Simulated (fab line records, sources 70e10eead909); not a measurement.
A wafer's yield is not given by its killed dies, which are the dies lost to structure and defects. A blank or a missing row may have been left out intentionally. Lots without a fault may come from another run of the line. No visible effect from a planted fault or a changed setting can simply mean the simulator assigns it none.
Matching of chambers ; flow nandHarc ; 4 sister chambers for NHARC_P_ZERO_WELL_DESCUM_54 on rieDiel-01
The step chemistry O2, time 3 s. 8 wafers are shown with their chamber, then 8 later ones without.

WAFERS, EACH WITH ITS CHAMBER
wafer;chamber;drypumpMotorCurrentA (A);showerheadPlenumPTorr (Torr)
L079.4;1;5.3;1.82
L079.6;2;5.5;1.99
L083.3;0;5.8;1.81
L083.6;3;6.6;1.84
L089.1;3;6.6;1.84
L089.2;0;5.8;1.80
L089.6;2;5.5;1.98
L090.1;1;5.2;1.81

WAFERS WHOSE CHAMBER IS MISSING
wafer;drypumpMotorCurrentA (A);showerheadPlenumPTorr (Torr)
L090.4;5.8;1.80
L090.6;5.8;1.80
L094.1;5.5;1.97
L094.4;5.2;1.81
L094.5;5.8;1.80
L095.2;5.5;1.97
L095.4;5.1;1.81
L095.5;5.5;1.97

EACH ONE'S CHAMBER
wafer;from the rows above;in truth
L090.4;0;0
L090.6;0;0
L094.1;2;2
L094.4;1;1
L094.5;0;0
L095.2;2;2
L095.4;1;1
L095.5;2;2
Correct placement for 8 of the 8. Not placeable from these rows: 0. 0 placed wrongly.
How it was worked out, from the rows above alone: a wafer's distance from a chamber is the root of the sum, over the readings, of the square of ((its reading less the chamber's mean) divided by the reading's scatter). If the next closest chamber is less than 2 further off than the closest, the wafer can't be placed; otherwise it belongs to the closest. A chamber's mean is the mean of its shown wafers. The scatter: take each reading less its chamber's mean, square it, sum over the shown wafers, divide by the number of wafers less the number of chambers, and take the root.
